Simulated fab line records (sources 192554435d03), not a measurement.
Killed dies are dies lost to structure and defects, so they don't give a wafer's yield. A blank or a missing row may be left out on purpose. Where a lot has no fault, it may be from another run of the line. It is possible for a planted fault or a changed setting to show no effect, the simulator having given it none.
fab line records -- flow n5-finfet
record lots=11, wafers=32, last-day=19
route steps=1938 shown BEOL_M4@1104 BEOL_M5@1116 PASSIVATION@1936
lots untouched by any fault: they come from a run of this same line in which no faults occurred
start-h: hours from the record's first day to the start of the lot's first wafer shown -- wait-h: hours since the lot's step before -- " as in the row above -- L1.1+2: one row covering several wafers at once -- - no value, or no start was given -- * or withheld: withheld -- < > ~ a bound
route shown NAME@n: NAME is a module with steps in the file, n the number in the route of the first one -- usual: average and standard deviation across the fault-free wafers -- same: alike in all rows -- chamber/n: place in a boat -- sites: readings site by site -- _std_site: how widely they spread, as a standard deviation -- _edge_site: the outer-site mean with the inner-site mean subtracted -- radius-mm: for every site, how far away it sits from the centre of the wafer -- mask NAME#n: copy n -- behind: tool/chamber where the wafer was last shaped -- hold: why the lot went on hold/how many hours it stayed there/how the hold came to an end -- device: names the non-switching transistor (n, p or np) -- end of line: tests of these same wafers at the route's end -- a step with no rows: only its recipe -- killed: dies lost to structure and defects at the first sort, not the wafer's yield -- map: dies across one wafer; x = killed, . = not, _ = none there
set.NAME: the run value of the setting; set.NAME@STEP: its run value at that earlier step -- model.NAME: the simulator's own value behind a step, which no gauge read
one table for each step of the route and one row for each wafer, over a sample of lots
services: the hour from which a tool's chamber was out of use, counted from the record's first day as start-h (under 0 if before that day), plus the number of hours and why
## steps
# step N5_BEOL_M4_THK_MEAS_53
# recipe thk-meas-gauge=xrf, reads=Cu_of_BEOL_M4_ECD_50
# usual M4_THK=40.2/1.6
lot.wafer,tool,chamber,start-h,wait-h,M4_THK[nm]
L267.1,film-metro-01,-,167.07,-,40.5
L267.3,film-metro-01,-,167.07,-,37.3
L268.1,film-metro-01,-,175.44,-,42.5
L268.2,film-metro-01,-,175.44,-,40.0
L268.5,film-metro-01,-,175.44,-,38.8
L269.1,film-metro-02,-,179.19,-,39.2
L269.2,film-metro-02,-,179.19,-,36.7
L269.5,film-metro-02,-,179.19,-,40.1
L278.2,film-metro-01,-,219.62,-,41.0
L278.4,film-metro-01,-,219.62,-,40.8
L278.5,film-metro-01,-,219.62,-,40.0
L277.4,film-metro-01,-,221.47,-,38.7
L277.5,film-metro-01,-,221.47,-,39.5
L277.6,film-metro-01,-,221.47,-,39.0
L282.1,film-metro-02,-,249.37,-,39.3
L282.5,film-metro-02,-,249.37,-,39.8
L282.6,film-metro-02,-,249.37,-,41.6
L281.1,film-metro-01,-,265.60,-,41.7
L281.3,film-metro-01,-,265.60,-,40.3
L281.5,film-metro-01,-,265.60,-,39.7
L285.1,film-metro-01,-,294.58,-,39.9
L285.2,film-metro-01,-,294.58,-,41.2
L285.6,film-metro-01,-,294.58,-,39.0
L286.3,film-metro-02,-,312.57,-,40.3
L286.5,film-metro-02,-,312.57,-,36.7
L286.6,film-metro-02,-,312.57,-,39.8
L289.2,film-metro-02,-,316.17,-,41.3
L289.5,film-metro-02,-,316.17,-,40.9
L289.6,film-metro-02,-,316.17,-,42.2
L288.2,film-metro-01,-,341.55,-,40.7
L288.3,film-metro-01,-,341.55,-,39.1
L288.6,film-metro-01,-,341.55,-,41.8
# step N5_BEOL_M4_CO_CAP_55
# recipe material=Co, target-thk-a=20, temp-c=200, precursor=CCTBA/H2, pressure-torr=30, time-s=102.1
# usual heater-power-w=231/6.1
lot.wafer,tool,chamber,start-h,wait-h,heater-power-w
L267.1,cvd-co-02,2,167.15,0.0,223
L267.3,cvd-co-02,1,167.15,0.0,227
L268.1,cvd-co-01,0,175.52,0.0,245
L268.2,cvd-co-01,1,175.52,0.0,221
L268.5,cvd-co-01,1,175.52,0.0,222
L269.1,cvd-co-01,1,179.27,0.0,227
L269.2,cvd-co-01,2,179.27,0.0,228
L269.5,cvd-co-01,2,179.27,0.0,232
L278.2,cvd-co-01,0,219.69,0.0,245
L278.4,cvd-co-01,2,219.69,0.0,230
L278.5,cvd-co-01,0,219.69,0.0,234
L277.4,cvd-co-01,2,221.58,0.0,231
L277.5,cvd-co-01,1,221.58,0.0,225
L277.6,cvd-co-01,0,221.58,0.0,241
L282.1,cvd-co-01,2,249.45,0.0,230
L282.5,cvd-co-01,1,249.45,0.0,224
L282.6,cvd-co-01,0,249.45,0.0,242
L281.1,cvd-co-01,0,265.68,0.0,242
L281.3,cvd-co-01,1,265.68,0.0,224
L281.5,cvd-co-01,1,265.68,0.0,227
L285.1,cvd-co-02,0,294.66,0.0,237
L285.2,cvd-co-02,2,294.66,0.0,223
L285.6,cvd-co-02,2,294.66,0.0,228
L286.3,cvd-co-02,2,312.64,0.0,232
L286.5,cvd-co-02,1,312.64,0.0,228
L286.6,cvd-co-02,0,312.64,0.0,235
L289.2,cvd-co-01,1,316.25,0.0,228
L289.5,cvd-co-01,2,316.25,0.0,239
L289.6,cvd-co-01,0,316.25,0.0,238
L288.2,cvd-co-01,2,341.65,0.0,233
L288.3,cvd-co-01,1,341.65,0.0,228
L288.6,cvd-co-01,1,341.65,0.0,232
# step N5_BEOL_M5_HM_DEP_02
# recipe material=TiN, target-thk-a=200, temp-c=25, chamber-pressure-pa=0.49996
# usual throttle-valve-pct=30.4/1.4
lot.wafer,tool,chamber,start-h,wait-h,throttle-valve-pct
L267.1,pvd-sputter-01,-,169.01,0.0,32.4
L267.3,pvd-sputter-01,-,169.01,0.0,31.5
L268.1,pvd-sputter-01,-,177.41,0.1,32.5
L268.2,pvd-sputter-01,-,177.41,0.1,31.2
L268.5,pvd-sputter-01,-,177.41,0.1,31.4
L269.1,pvd-sputter-02,-,182.69,1.1,30.8
L269.2,pvd-sputter-02,-,182.69,1.1,30.1
L269.5,pvd-sputter-02,-,182.69,1.1,31.6
L278.2,pvd-sputter-02,-,222.15,0.6,30.0
L278.4,pvd-sputter-02,-,222.15,0.6,30.1
L278.5,pvd-sputter-02,-,222.15,0.6,30.3
L277.4,pvd-sputter-03,-,224.88,1.3,29.6
L277.5,pvd-sputter-03,-,224.88,1.3,28.9
L277.6,pvd-sputter-03,-,224.88,1.3,29.4
L282.1,pvd-sputter-01,-,251.42,0.1,31.3
L282.5,pvd-sputter-01,-,251.42,0.1,32.4
L282.6,pvd-sputter-01,-,251.42,0.1,30.7
L281.1,pvd-sputter-03,-,268.72,1.2,29.1
L281.3,pvd-sputter-03,-,268.72,1.2,27.3
L281.5,pvd-sputter-03,-,268.72,1.2,27.5
L285.1,pvd-sputter-01,-,296.57,0.1,32.6
L285.2,pvd-sputter-01,-,296.57,0.1,31.2
L285.6,pvd-sputter-01,-,296.57,0.1,31.1
L286.3,pvd-sputter-01,-,315.04,0.6,31.2
L286.5,pvd-sputter-01,-,315.04,0.6,32.5
L286.6,pvd-sputter-01,-,315.04,0.6,31.2
L289.2,pvd-sputter-01,-,318.90,0.8,32.5
L289.5,pvd-sputter-01,-,318.90,0.8,31.3
L289.6,pvd-sputter-01,-,318.90,0.8,31.1
L288.2,pvd-sputter-03,-,345.48,1.6,30.3
L288.3,pvd-sputter-03,-,345.48,1.6,29.4
L288.6,pvd-sputter-03,-,345.48,1.6,27.3
# step N5_BEOL_M5_COAT_60
# recipe resist=SiARC, temp-c=220, time-s=60, spin-rpm=1500, resist-thk-nm=12
# usual heater-power-total-W=427.5/2.3, spin-speed-rpm=1500.1/0.94
lot.wafer,tool,chamber,start-h,wait-h,heater-power-total-W,spin-speed-rpm
L267.1,litho-track-03,0,169.14,-,428.9,1500.2
L267.3,litho-track-03,0,169.14,-,428.7,1501.6
L268.1,litho-track-05,0,177.54,-,425.1,1499.3
L268.2,litho-track-05,0,177.54,-,425.8,1499.4
L268.5,litho-track-05,0,177.54,-,424.6,1497.5
L269.1,litho-track-03,0,182.82,-,430.7,1500.7
L269.2,litho-track-03,0,182.82,-,430.9,1499.9
L269.5,litho-track-03,0,182.82,-,426.1,1501.3
L278.2,litho-track-05,0,222.28,-,429.3,879.0
L278.4,litho-track-05,0,222.28,-,427.8,879.9
L278.5,litho-track-05,0,222.28,-,424.2,881.2
L277.4,litho-track-05,0,225.01,-,429.0,878.7
L277.5,litho-track-05,0,225.01,-,429.9,879.5
L277.6,litho-track-05,0,225.01,-,430.6,878.0
L282.1,litho-track-01,0,251.55,-,429.6,1499.3
L282.5,litho-track-01,0,251.55,-,428.5,1501.1
L282.6,litho-track-01,0,251.55,-,428.3,1499.4
L281.1,litho-track-03,0,268.86,-,425.8,1501.3
L281.3,litho-track-03,0,268.86,-,426.5,1500.6
L281.5,litho-track-03,0,268.86,-,429.5,1499.8
L285.1,litho-track-03,0,296.71,-,430.0,1499.7
L285.2,litho-track-03,0,296.71,-,427.4,1501.5
L285.6,litho-track-03,0,296.71,-,428.3,1500.9
L286.3,litho-track-05,0,315.17,-,430.1,1500.6
L286.5,litho-track-05,0,315.17,-,425.8,1499.2
L286.6,litho-track-05,0,315.17,-,424.7,1498.6
L289.2,litho-track-05,0,319.03,-,425.8,1501.4
L289.5,litho-track-05,0,319.03,-,425.9,1501.6
L289.6,litho-track-05,0,319.03,-,427.5,1501.0
L288.2,litho-track-03,0,345.61,-,429.9,1501.4
L288.3,litho-track-03,0,345.61,-,427.8,1499.9
L288.6,litho-track-03,0,345.61,-,430.5,1498.9
# step N5_BEOL_M5_ETCH_61
# recipe chemistry=CF4, target=SiARC, target-depth-a=156, mask-material=CAR-EUV, time-s=26, ion-energy-ev=80, pressure-mtorr=40, source-w=545, bias-w=36, Ar_flow_sccm=100, cf4-flow-sccm=100, ends=cleared
# usual drypump-motor-current-A=5.5/0.5, etch-rf-on-time-s=26.1/0.6, oes-product-au=0.67/0.069, rf-vpp-V=184.3/0.97, showerhead-plenum-p-Torr=2.16/0.047, throttle-valve-pct=15.63/0.2
lot.wafer,tool,chamber,start-h,wait-h,drypump-motor-current-A,etch-rf-on-time-s,oes-product-au,rf-hours-counter-h,rf-vpp-V,showerhead-plenum-p-Torr,throttle-valve-pct
L267.1,rie-diel-06,0,169.58,0.0,4.9,26.3,0.59,227,183.8,2.12,15.47
L267.3,rie-diel-06,2,169.58,0.0,5.7,26.6,0.64,158,184.8,2.14,15.84
L268.1,rie-diel-02,0,178.10,0.0,5.3,27.0,0.59,204,183.9,2.12,15.82
L268.2,rie-diel-02,3,178.10,0.0,5.0,26.7,0.64,168,184.9,2.22,15.45
L268.5,rie-diel-02,0,178.10,0.0,5.3,26.9,0.60,-,183.7,2.12,15.83
L269.1,rie-diel-04,0,183.43,0.0,5.1,25.0,0.69,93,184.4,2.16,15.58
L269.2,rie-diel-04,1,183.43,0.0,6.1,26.1,0.64,166,185.9,2.23,15.58
L269.5,rie-diel-04,1,183.43,0.0,6.1,25.9,0.65,-,184.6,2.23,15.59
L278.2,rie-diel-06,2,222.72,0.0,5.7,34.2,0.63,174,182.0,2.13,15.87
L278.4,rie-diel-06,1,222.72,0.0,5.5,33.2,0.63,186,184.6,2.23,15.90
L278.5,rie-diel-06,1,222.72,0.0,5.5,33.4,0.63,-,185.5,2.23,15.89
L277.4,rie-diel-06,0,225.44,0.0,4.9,34.6,0.58,243,183.3,2.12,15.52
L277.5,rie-diel-06,3,225.44,0.0,6.3,33.3,0.77,-,184.7,2.10,15.33
L277.6,rie-diel-06,2,225.44,0.0,5.8,34.7,0.63,-,181.6,2.13,15.88
L282.1,rie-diel-06,1,251.98,0.0,5.5,25.6,0.63,196,186.8,2.22,15.91
L282.5,rie-diel-06,2,251.98,0.0,5.8,26.3,0.63,-,184.2,2.13,15.89
L282.6,rie-diel-06,1,251.98,0.0,5.5,25.6,0.63,-,185.2,2.22,15.92
L281.1,rie-diel-06,2,269.73,0.0,5.7,26.3,0.63,190,185.0,2.12,15.91
L281.3,rie-diel-06,1,269.73,0.0,5.5,25.8,0.62,202,185.3,2.22,15.93
L281.5,rie-diel-06,1,269.73,0.0,5.4,25.6,0.62,-,185.6,2.22,15.92
L285.1,rie-diel-02,2,297.27,0.0,6.3,25.6,0.75,42,184.6,2.19,15.59
L285.2,rie-diel-02,1,297.27,0.0,5.7,26.2,0.64,175,184.9,2.13,15.64
L285.6,rie-diel-02,3,297.27,0.0,5.0,26.4,0.62,-,185.1,2.21,15.52
L286.3,rie-diel-02,3,315.60,0.0,4.9,26.5,0.61,208,186.2,2.21,15.51
L286.5,rie-diel-02,1,315.60,0.0,5.8,25.9,0.65,-,185.0,2.13,15.65
L286.6,rie-diel-02,2,315.60,0.0,6.3,25.8,0.75,-,184.9,2.19,15.59
L289.2,rie-diel-02,3,319.46,0.0,5.0,26.7,0.61,209,184.6,2.21,15.53
L289.5,rie-diel-02,2,319.46,0.0,6.4,25.9,0.74,-,185.0,2.19,15.59
L289.6,rie-diel-02,1,319.46,0.0,5.7,26.0,0.64,-,182.2,2.13,15.65
L288.2,rie-diel-02,3,346.04,0.0,4.9,26.7,0.60,216,184.7,2.20,15.54
L288.3,rie-diel-02,2,346.04,0.0,6.4,25.7,0.74,56,184.1,2.19,15.60
L288.6,rie-diel-02,2,346.04,0.0,6.4,25.9,0.73,-,184.0,2.19,15.61
# step N5_PASSIVATION_PROBE_49
# usual defect-limited-yield=91.3/1.7, killed_at_M0_to_M3=33/9.9, killed_at_M4_up=14/6.4, killed-at-contacts=12/7, killed-at-front-end=41/13, killed-at-other=3.1/2.9, killed-dies=103/20, killed-open=67/14, killed-short=34/9.4, sort_bin_5_function=5.1/1.1, sort_bin_6_memory=3.2/0.79, sort-n-pass=1077/21, sort-yield-pct=91.2/1.7
# same gross-dies=1180, killed-at-back-side=0, sort_bin_4_leakage[%]=0, sort_bin_8_speed[%]=0
lot.wafer,tool,chamber,start-h,wait-h,defect-limited-yield[%],killed_at_M0_to_M3,killed_at_M4_up,killed-at-contacts,killed-at-front-end,killed-at-other,killed-dies,killed-open,killed-short,sort_bin_5_function[%],sort_bin_6_memory[%],sort-n-pass,sort-yield-pct[%]
L267.1,prober-02,-,265.56,0.0,92.0,29,15,11,37,2,94,66,27,5.2,2.6,1086,92.0
L267.3,prober-02,-,265.66,0.1,90.7,31,16,34,29,0,110,72,37,5.6,3.3,1070,90.7
L268.1,prober-02,-,270.93,0.0,92.3,32,12,14,32,1,91,70,21,4.5,3.0,1089,92.3
L268.2,prober-02,-,270.98,0.1,89.9,64,5,7,42,1,119,74,45,5.8,3.9,1061,89.9
L268.5,prober-02,-,271.13,0.2,93.6,22,12,3,34,4,75,51,24,4.2,2.1,1105,93.6
L269.1,prober-01,-,277.56,0.0,91.4,22,17,14,48,0,101,64,33,4.2,3.8,1079,91.4
L269.2,prober-01,-,277.61,0.1,91.4,25,12,9,56,0,102,67,35,5.8,2.5,1078,91.4
L269.5,prober-01,-,277.76,0.2,90.3,26,9,17,62,1,115,65,49,6.5,2.5,1065,90.3
L278.2,prober-02,-,317.41,0.1,92.5,25,21,8,33,1,88,58,24,3.8,2.9,1092,92.5
L278.4,prober-02,-,317.51,0.2,93.2,19,16,13,29,3,80,52,28,4.2,2.3,1100,93.2
L278.5,prober-02,-,317.56,0.2,92.3,19,11,14,43,4,91,48,30,3.7,3.1,1089,92.3
L277.4,prober-02,-,324.97,0.2,91.4,40,10,19,31,1,101,56,45,5.1,3.3,1079,91.4
L277.5,prober-02,-,325.02,0.2,89.7,45,8,19,37,12,121,76,39,5.8,3.7,1059,89.7
L277.6,prober-02,-,325.07,0.3,92.5,26,6,11,42,4,89,57,25,4.4,2.4,1091,92.5
L282.1,prober-01,-,362.31,0.0,92.2,19,20,12,39,2,92,61,31,5.0,2.5,1088,92.2
L282.5,prober-01,-,362.51,0.2,91.6,25,12,6,51,5,99,60,39,4.9,3.4,1081,91.6
L282.6,prober-01,-,362.56,0.3,92.8,14,23,10,33,5,85,59,26,3.9,3.0,1095,92.8
L281.1,prober-01,-,362.88,0.0,89.7,39,8,26,44,5,122,71,51,5.1,4.8,1058,89.7
L281.3,prober-01,-,362.98,0.1,89.7,48,12,7,53,2,122,77,44,4.7,4.9,1058,89.7
L281.5,prober-01,-,363.08,0.2,87.9,53,14,29,43,4,143,91,49,6.9,5.0,1037,87.9
L285.1,prober-01,-,402.45,0.0,93.3,34,6,12,24,3,79,51,28,3.1,3.4,1101,93.3
L285.2,prober-01,-,402.50,0.1,95.2,19,9,6,15,8,57,29,25,3.1,1.5,1123,95.2
L285.6,prober-01,-,402.70,0.3,93.1,28,9,19,24,1,81,59,20,4.3,2.5,1099,93.1
L286.3,prober-02,-,421.18,0.1,93.9,27,14,3,23,5,72,48,22,3.8,2.0,1108,93.9
L286.5,prober-02,-,421.28,0.2,92.8,33,12,4,34,2,85,59,25,4.0,3.1,1095,92.8
L286.6,prober-02,-,421.33,0.3,90.9,40,20,6,40,1,107,60,47,6.1,2.8,1073,90.9
L289.2,prober-01,-,437.73,0.1,92.0,21,13,7,53,0,94,68,26,4.3,3.6,1086,92.0
L289.5,prober-01,-,437.88,0.2,89.8,37,8,11,60,4,120,85,34,6.2,3.8,1060,89.8
L289.6,prober-01,-,437.93,0.3,87.3,64,15,12,57,2,150,97,50,7.8,4.8,1030,87.3
L288.2,prober-01,-,467.45,0.1,89.1,25,24,6,73,1,129,89,40,6.7,3.7,1051,89.1
L288.3,prober-01,-,467.50,0.1,90.3,36,29,7,42,0,114,92,21,6.4,3.1,1066,90.3
L288.6,prober-01,-,467.65,0.3,89.8,43,19,5,53,0,120,92,28,5.8,4.1,1060,89.8
# killed by level:class
L267.1 FIN_SAQP:geometric-particle:open=16 BEOL_M3:geometric-particle:open=9 MOL_CONTACT_COAG:geometric-particle:open=8 BEOL_M2:geometric-particle:open=6 BEOL_M4:geometric-particle:open=6 FIN_SAQP:geometric-particle:short=5 BEOL_M0_SAQP:geometric-particle:open=5 STI_FIN_REVEAL:geometric-particle:open=3
L267.3 MOL_CONTACT_COAG:geometric-particle:open=20 MOL_CONTACT_COAG:geometric-particle:short=14 BEOL_M3:geometric-particle:open=11 STI_FIN_REVEAL:geometric-particle:open=6 BEOL_M2:geometric-particle:open=6 FIN_SAQP:geometric-particle:open=5 BEOL_M4:geometric-particle:open=5 GATE_CUT:geometric-particle:short=4
L268.1 BEOL_M0_SAQP:geometric-particle:open=12 MOL_CONTACT_COAG:geometric-particle:open=9 STI_FIN_REVEAL:geometric-particle:open=7 FIN_SAQP:geometric-particle:open=5 MOL_CONTACT_COAG:geometric-particle:short=5 BEOL_M2:geometric-particle:open=5 DUMMY_GATE:geometric-particle:open=4 GATE_CUT:geometric-particle:open=4
L268.2 BEOL_M3:geometric-particle:open=20 FIN_SAQP:geometric-particle:short=14 BEOL_M0_SAQP:geometric-particle:short=13 FIN_SAQP:geometric-particle:open=11 BEOL_M0_SAQP:geometric-particle:open=11 MOL_CONTACT_COAG:geometric-particle:open=6 BEOL_M2:geometric-particle:open=6 BEOL_M3:geometric-particle:short=6
L268.5 FIN_SAQP:geometric-particle:short=7 BEOL_M3:geometric-particle:open=7 FIN_SAQP:geometric-particle:open=6 STI_FIN_REVEAL:geometric-particle:open=6 DUMMY_GATE:geometric-particle:open=5 BEOL_M0_SAQP:geometric-particle:open=5 BEOL_M2:geometric-particle:open=5 BEOL_M0_SAQP:geometric-particle:short=3
L269.1 FIN_SAQP:geometric-particle:open=11 MOL_CONTACT_COAG:geometric-particle:open=11 GATE_CUT:geometric-particle:short=9 FIN_SAQP:geometric-particle:short=8 BEOL_M0_SAQP:geometric-particle:open=8 BEOL_M4:geometric-particle:open=7 GATE_CUT:geometric-particle:open=5 BEOL_M0_SAQP:geometric-particle:short=4
L269.2 FIN_SAQP:geometric-particle:short=13 FIN_SAQP:geometric-particle:open=11 STI_FIN_REVEAL:geometric-particle:open=8 MOL_CONTACT_COAG:geometric-particle:open=8 BEOL_M2:geometric-particle:open=8 BEOL_M4:geometric-particle:open=6 BEOL_M3:geometric-particle:open=5 DUMMY_GATE:geometric-particle:open=4
L269.5 FIN_SAQP:geometric-particle:short=18 MOL_CONTACT_COAG:geometric-particle:open=13 FIN_SAQP:geometric-particle:open=9 BEOL_M3:geometric-particle:open=9 GATE_CUT:geometric-particle:short=8 BEOL_M2:geometric-particle:open=5 STARTING-WAFER:geometric-particle:short=5 MOL_CONTACT_COAG:geometric-particle:short=4
L278.2 BEOL_M4:geometric-particle:open=9 BEOL_M2:geometric-particle:open=8 FIN_SAQP:geometric-particle:open=7 MOL_CONTACT_COAG:geometric-particle:open=6 BEOL_M0_SAQP:geometric-particle:open=5 BEOL_M4:geometric-particle:short=5 HKMG_FIN:area-etch=5 FIN_SAQP:geometric-particle:short=4
L278.4 MOL_CONTACT_COAG:geometric-particle:open=12 BEOL_M4:geometric-particle:open=11 STARTING-WAFER:geometric-particle:short=6 BEOL_M1:geometric-particle:open=5 STI_FIN_REVEAL:geometric-particle:open=4 BEOL_M0_SAQP:geometric-particle:short=4 FIN_SAQP:geometric-particle:open=3 FIN_SAQP:geometric-particle:short=3
L278.5 MOL_CONTACT_COAG:geometric-particle:open=12 HKMG_FIN:area-etch=9 FIN_SAQP:geometric-particle:short=6 BEOL_M0_SAQP:geometric-particle:short=6 BEOL_M4:geometric-particle:open=6 FIN_SAQP:geometric-particle:open=5 BEOL_M2:geometric-particle:open=5 DUMMY_GATE:geometric-particle:open=4
L277.4 MOL_CONTACT_COAG:geometric-particle:open=14 BEOL_M0_SAQP:geometric-particle:short=13 BEOL_M0_SAQP:geometric-particle:open=9 BEOL_M2:geometric-particle:open=8 FIN_SAQP:geometric-particle:open=6 FIN_SAQP:geometric-particle:short=6 GATE_CUT:geometric-particle:short=6 MOL_CONTACT_COAG:geometric-particle:short=5
L277.5 MOL_CONTACT_COAG:geometric-particle:open=17 BEOL_M0_SAQP:geometric-particle:open=10 FIN_SAQP:geometric-particle:short=9 BEOL_M1:geometric-particle:open=9 BEOL_M2:geometric-particle:open=8 BEOL_M0_SAQP:geometric-particle:short=6 PASS1_DEP:geometric-particle:open=6 HKMG_FIN:area-etch=6
L277.6 FIN_SAQP:geometric-particle:open=10 MOL_CONTACT_COAG:geometric-particle:open=9 BEOL_M2:geometric-particle:open=7 HKMG_FIN:area-etch=7 BEOL_M3:geometric-particle:open=6 FIN_SAQP:geometric-particle:short=5 BEOL_M0_SAQP:geometric-particle:short=5 BEOL_M0_SAQP:geometric-particle:open=4
L282.1 FIN_SAQP:geometric-particle:open=10 MOL_CONTACT_COAG:geometric-particle:open=9 FIN_SAQP:geometric-particle:short=8 BEOL_M1:geometric-particle:open=8 DUMMY_GATE:geometric-particle:open=5 GATE_CUT:geometric-particle:short=5 BEOL_M7:geometric-particle:open=4 BEOL_M0_SAQP:geometric-particle:open=4
L282.5 FIN_SAQP:geometric-particle:short=13 FIN_SAQP:geometric-particle:open=11 STI_FIN_REVEAL:geometric-particle:open=11 BEOL_M0_SAQP:geometric-particle:short=5 BEOL_M0_SAQP:geometric-particle:open=5 BEOL_M3:geometric-particle:open=5 BEOL_M5:geometric-particle:open=5 GATE_CUT:geometric-particle:short=4
L282.6 MOL_CONTACT_COAG:geometric-particle:open=10 BEOL_M4:geometric-particle:open=7 FIN_SAQP:geometric-particle:short=6 STI_FIN_REVEAL:geometric-particle:open=6 BEOL_M0_SAQP:geometric-particle:open=5 BEOL_M0_SAQP:geometric-particle:short=5 BEOL_M5:geometric-particle:open=5 GATE_CUT:geometric-particle:short=4
L281.1 MOL_CONTACT_COAG:geometric-particle:open=19 BEOL_M0_SAQP:geometric-particle:short=14 FIN_SAQP:geometric-particle:short=9 STI_FIN_REVEAL:geometric-particle:open=8 BEOL_M0_SAQP:geometric-particle:open=8 FIN_SAQP:geometric-particle:open=7 MOL_CONTACT_COAG:geometric-particle:short=7 BEOL_M3:geometric-particle:open=6
L281.3 BEOL_M3:geometric-particle:open=16 FIN_SAQP:geometric-particle:short=15 STI_FIN_REVEAL:geometric-particle:open=11 FIN_SAQP:geometric-particle:open=9 GATE_CUT:geometric-particle:short=9 BEOL_M0_SAQP:geometric-particle:short=8 BEOL_M4:geometric-particle:open=8 MOL_CONTACT_COAG:geometric-particle:open=7
L281.5 MOL_CONTACT_COAG:geometric-particle:open=24 BEOL_M3:geometric-particle:open=12 BEOL_M2:geometric-particle:open=11 FIN_SAQP:geometric-particle:open=10 FIN_SAQP:geometric-particle:short=9 STI_FIN_REVEAL:geometric-particle:open=9 GATE_CUT:geometric-particle:short=7 BEOL_M0_SAQP:geometric-particle:short=7
L285.1 MOL_CONTACT_COAG:geometric-particle:open=9 GATE_CUT:geometric-particle:short=6 BEOL_M0_SAQP:geometric-particle:open=6 BEOL_M3:geometric-particle:open=6 BEOL_M0_SAQP:geometric-particle:short=5 DUMMY_GATE:geometric-particle:open=4 GATE_CUT:geometric-particle:open=4 BEOL_M0:geometric-particle:open=4
L285.2 MIM_TOP_ETCH:geometric-particle:short=6 FIN_SAQP:geometric-particle:short=5 MOL_CONTACT_COAG:geometric-particle:open=5 BEOL_M0_SAQP:geometric-particle:short=5 BEOL_M2:geometric-particle:open=4 FIN_SAQP:geometric-particle:open=3 BEOL_M3:geometric-particle:open=3 FIN_CUT:geometric-particle:open=2
L285.6 MOL_CONTACT_COAG:geometric-particle:open=17 BEOL_M3:geometric-particle:open=7 BEOL_M0_SAQP:geometric-particle:short=5 DUMMY_GATE:geometric-particle:open=4 GATE_CUT:geometric-particle:short=4 BEOL_M0_SAQP:geometric-particle:open=4 BEOL_M2:geometric-particle:open=4 BEOL_M0:geometric-particle:open=3
L286.3 BEOL_M3:geometric-particle:open=9 BEOL_M4:geometric-particle:open=7 FIN_SAQP:geometric-particle:short=6 BEOL_M2:geometric-particle:open=5 DUMMY_GATE:geometric-particle:open=4 BEOL_M0:geometric-particle:open=4 BEOL_M1:geometric-particle:open=4 MOL_CONTACT_COAG:geometric-particle:open=3
L286.5 BEOL_M3:geometric-particle:open=11 FIN_SAQP:geometric-particle:open=10 BEOL_M2:geometric-particle:open=7 FIN_SAQP:geometric-particle:short=6 DUMMY_GATE:geometric-particle:open=5 BEOL_M5:geometric-particle:open=5 MOL_CONTACT_COAG:geometric-particle:open=4 BEOL_M1:geometric-particle:open=4
L286.6 GATE_CUT:geometric-particle:short=13 BEOL_M0_SAQP:geometric-particle:short=8 BEOL_M2:geometric-particle:open=8 BEOL_M4:geometric-particle:open=7 BEOL_M3:geometric-particle:open=7 BEOL_M1:geometric-particle:open=6 BEOL_M3:geometric-particle:short=6 FIN_SAQP:geometric-particle:open=5
L289.2 STI_FIN_REVEAL:geometric-particle:open=10 FIN_SAQP:geometric-particle:short=9 FIN_SAQP:geometric-particle:open=9 MOL_CONTACT_COAG:geometric-particle:open=7 BEOL_M0_SAQP:geometric-particle:open=7 DUMMY_GATE:geometric-particle:open=6 BEOL_M0_SAQP:geometric-particle:short=4 STARTING-WAFER:geometric-particle:short=3
L289.5 STI_FIN_REVEAL:geometric-particle:open=27 BEOL_M0_SAQP:geometric-particle:short=15 MOL_CONTACT_COAG:geometric-particle:open=10 STARTING-WAFER:geometric-particle:open=8 BEOL_M0_SAQP:geometric-particle:open=7 FIN_SAQP:geometric-particle:short=6 BEOL_M0:geometric-particle:open=6 FIN_SAQP:geometric-particle:open=5
L289.6 BEOL_M0_SAQP:geometric-particle:short=23 BEOL_M0_SAQP:geometric-particle:open=20 STI_FIN_REVEAL:geometric-particle:open=17 FIN_SAQP:geometric-particle:open=14 BEOL_M2:geometric-particle:open=11 MOL_CONTACT_COAG:geometric-particle:open=10 FIN_SAQP:geometric-particle:short=8 BEOL_M5:geometric-particle:open=6
L288.2 STI_FIN_REVEAL:geometric-particle:open=42 BEOL_M4:geometric-particle:open=12 STI_FIN_REVEAL:geometric-particle:short=7 GATE_CUT:geometric-particle:short=7 MOL_CONTACT_COAG:geometric-particle:open=6 BEOL_M1:geometric-particle:open=6 BEOL_M4:geometric-particle:short=6 BEOL_M5:geometric-particle:open=6
L288.3 STI_FIN_REVEAL:geometric-particle:open=24 BEOL_M3:geometric-particle:open=10 BEOL_M4:geometric-particle:open=10 BEOL_M5:geometric-particle:open=9 BEOL_M1:geometric-particle:open=7 MOL_CONTACT_COAG:geometric-particle:open=5 BEOL_M3:geometric-particle:short=5 BEOL_M6:geometric-particle:open=5
L288.6 STI_FIN_REVEAL:geometric-particle:open=31 BEOL_M0_SAQP:geometric-particle:open=14 BEOL_M4:geometric-particle:open=11 BEOL_M3:geometric-particle:open=10 BEOL_M0_SAQP:geometric-particle:short=8 STI_FIN_REVEAL:geometric-particle:short=4 BEOL_M3:geometric-particle:short=4 BEOL_M5:geometric-particle:open=4
## services
tool,chamber,start-h,hours,kind
cvd-co-02,2,157.27,6.8,repair
cvd-co-01,-,165.04,0.5,repair
rie-diel-06,-,177.84,0.6,repair
rie-diel-04,0,185.19,4.0,repair
rie-diel-06,3,235.37,2.3,repair
rie-diel-06,0,244.91,-,clean
rie-diel-06,0,244.91,-,consumable-replace:focus-ring
rie-diel-06,0,244.91,17.9,scheduled-down
rie-diel-06,0,244.91,17.9,vent-cycle
litho-track-03,-,246.69,-,consumable-replace:filter
pvd-sputter-02,-,269.38,29.2,repair
cvd-co-01,-,290.66,4.3,pm
cvd-co-02,-,294.99,6.9,pm
rie-diel-06,1,295.74,3.9,repair
rie-diel-06,1,303.97,8.4,repair
cvd-co-02,-,306.01,1.3,repair
cvd-co-01,0,333.47,9.7,repair
cvd-co-02,-,337.74,14.6,pm
rie-diel-06,0,337.93,3.2,repair
rie-diel-04,3,342.35,3.4,repair
rie-diel-02,0,344.87,-,clean
rie-diel-02,0,344.87,-,consumable-replace:focus-ring
rie-diel-02,0,344.87,15.9,scheduled-down
rie-diel-02,0,344.87,15.9,vent-cycle
## key
first-sign step=N5_BEOL_M5_COAT_60, reading=spin-speed-rpm, direction=down, sigmas=99+, usual=*, struck=*
effect step=N5_BEOL_M5_ETCH_61, reading=etch-rf-on-time-s, direction=up, sigmas=13, usual=*, struck=*
met-at N5_BEOL_M5_COAT_60
struck-lots L277,L278
not-acting-at N5_BEOL_M4_THK_MEAS_53,N5_BEOL_M4_CO_CAP_55,N5_BEOL_M5_HM_DEP_02
onset-between 177.54 222.28
fault kind=process-parameter-drift, tool=litho-track-05, chamber=-, onset-h=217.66, steps=N5_BEOL_M5_COAT_60, channel=spin-rpm, offset=*, shape=step, end-h=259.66, acts-in=*, stated=*
